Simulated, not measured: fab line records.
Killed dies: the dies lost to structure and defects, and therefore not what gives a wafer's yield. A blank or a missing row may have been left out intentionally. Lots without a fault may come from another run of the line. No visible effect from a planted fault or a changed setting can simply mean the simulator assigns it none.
Matching of chambers	flow n5-finfet	cvd-co-01 running N5_BEOL_M2_CO_CAP_55: 3 sister chambers
The step material Co, precursor CCTBA/H2, target thk 2 nm, time 102.1 s. 3 wafers are shown with their chamber, then 9 later ones without.

WAFERS WITH THEIR CHAMBER
wafer	chamber	heater-power-w (W)
L081.1	2	248
L082.4	1	213
L082.5	0	240

WAFERS WHOSE CHAMBER IS MISSING
wafer	heater-power-w (W)
L085.1	239
L085.5	237
L085.6	244
L089.1	244
L089.2	246
L089.5	213
L093.1	242
L093.3	248
L093.6	248

CHAMBER TAKEN BY EACH
wafer	from the rows above	in truth
L085.1	0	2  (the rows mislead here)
L085.5	0	0
L085.6	can't be placed: 0 or 2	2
L089.1	can't be placed: 0 or 2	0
L089.2	can't be placed: 2 or 0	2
L089.5	1	1
L093.1	can't be placed: 0 or 2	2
L093.3	2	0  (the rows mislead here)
L093.6	2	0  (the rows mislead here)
Correct placement for 2 of the 9. Not placeable from these rows: 4 (in 4, the candidates include the true chamber). Placed wrongly: 3.
How it was worked out, from the rows above alone: a wafer's distance from a chamber is the root of the sum, over the readings, of the square of ((its reading less the chamber's mean) divided by the reading's scatter). If the next closest chamber is less than 2 further off than the closest, the wafer can't be placed; otherwise it belongs to the closest. Each chamber's mean is taken over the wafers shown for it. The scatter: with one shown wafer a chamber, the root of the mean of the squares of how far each hidden wafer lies from its nearest shown one.
